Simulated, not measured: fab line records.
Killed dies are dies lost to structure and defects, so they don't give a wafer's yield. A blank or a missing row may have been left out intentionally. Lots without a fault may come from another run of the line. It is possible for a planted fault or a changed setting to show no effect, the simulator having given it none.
Split-lot study    flow n5_finfet    7 lots, 21 wafers read, on a route of 1938 steps

== THE SPLIT ITSELF ==
At N5_PMOS_HMC_CHANNEL_EPI_PEB_07 (peb time 60 s), the setting peb_time_s was moved away from the recipe's 60 s on 8 of the 21 wafers read, by -12.2% to +19.0%. For the rest of the wafers, this setting stayed at what the recipe calls for.

== THE PATH FROM SPLIT TO READING: the file shows 1 step between them ==
- N5_PMOS_HMC_CHANNEL_EPI_DEVELOP_08: develop time 30 s

== THE READING ==
Shown in nm: cd_nm at N5_PMOS_HMC_CHANNEL_EPI_CD_MEAS_09, with target cd 237.4 nm. A value of 237.1 nm with a standard deviation of 1.1 nm is what fault-free wafers of this fab line usually give.

wafer   tool, chamber at the split  peb_time_s as run, s  against the recipe  cd_nm, nm  against lot-mates on the recipe
L074.1  litho_track-03, 0           60                    recipe              237.7      -
L074.2  litho_track-03, 0           60                    recipe              236.0      -
L074.3  litho_track-03, 0           60                    recipe              236.5      -
L077.3  litho_track-02, 0           71.38                 +19.0%              243.2      +7.4
L077.4  litho_track-02, 0           60                    recipe              235.2      -
L077.5  litho_track-02, 0           60                    recipe              236.4      -
L078.1  litho_track-01, 0           52.66                 -12.2%              230.9      -6.4
L078.3  litho_track-01, 0           52.66                 -12.2%              231.5      -5.8
L078.5  litho_track-01, 0           60                    recipe              237.3      -
L080.1  litho_track-03, 0           64.32                 +7.2%               238.8      +2.6
L080.2  litho_track-03, 0           60                    recipe              236.2      -
L080.3  litho_track-03, 0           60                    recipe              236.3      -
L084.4  litho_track-03, 0           60                    recipe              237.8      -
L084.5  litho_track-03, 0           70                    +16.7%              242.4      +4.1
L084.6  litho_track-03, 0           60                    recipe              238.8      -
L088.1  litho_track-02, 0           68.19                 +13.7%              242.2      no lot-mate on the recipe
L088.2  litho_track-02, 0           68.19                 +13.7%              242.8      no lot-mate on the recipe
L088.5  litho_track-02, 0           68.19                 +13.7%              241.4      no lot-mate on the recipe
L096.2  litho_track-01, 0           60                    recipe              237.6      -
L096.3  litho_track-01, 0           60                    recipe              236.9      -
L096.6  litho_track-01, 0           60                    recipe              237.4      -

THE FIT
A straight line over all 21 wafers: cd_nm changes by +0.382 nm for each +1% of peb_time_s; r = +0.96; the points scatter about the line by 0.91 nm.
The same after taking each lot's own level away (the mean of its wafers on the recipe; 18 wafers): +0.386 nm for each +1%; r = +0.96; scatter 0.83 nm.
On that fit, the largest move of peb_time_s shifts the reading by 7.3 nm.
Measured against the standard deviation above, the lots' own levels, which go from 235.80 to 238.30 nm, span 2.3 times it.
Hence the lot-to-lot level has little effect on the slope; both slopes agree.
Check: with one of the wafers moved furthest among these (+19.0%) left out of the fit, the line predicts +6.8 nm for it against its lot-mates. Against them it came out at +7.4 nm.

== FURTHER SPLITS ON THESE WAFERS ==
Before the reading, these wafers also passed through other splits. Each is held against what the fit with the lots' levels taken away leaves over:
other split on the same wafers            wafers away from the commonest value  r with cd_nm (lot level and that fit taken away)
N5_ZERO_LAYER_EXPOSE_08 dose_mj           5                                     -0.47
N5_ZERO_LAYER_DESCUM_16 time_s            7                                     +0.53
N5_PMOS_HMC_CHANNEL_EPI_HM_DEP_34 time_s  7                                     -0.05

== THE WHOLE CHAIN: every reading that the file lists as answering this split, in the file's order ==
step                                what it does                                                            reading                                                                      change (the file's fit)                r (the file's)
N5_PMOS_HMC_CHANNEL_EPI_CD_MEAS_09  target cd 237.4 nm                                                      cd_nm                                                                        +0.361 nm for each +1% of the setting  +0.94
N5_PMOS_HMC_CHANNEL_EPI_DESCUM_14   chemistry O2, time 7.9 s                                                PMOS_HMC_CHANNEL_EPI.cd_nm (the simulator's own value, which no gauge read)  +0.35 nm for each +1% of the setting   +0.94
N5_PMOS_HMC_CHANNEL_EPI_ETCH_32     etches BARC in N2/H2, stops on SiO2, target depth 85.8 nm, time 50.3 s  PMOS_HMC_CHANNEL_EPI.cd_nm (the simulator's own value, which no gauge read)  +0.34 nm for each +1% of the setting   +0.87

== THE FILE'S OWN FIT ==
cd_nm changes by +0.361 nm for each +1% of peb_time_s, r = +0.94.
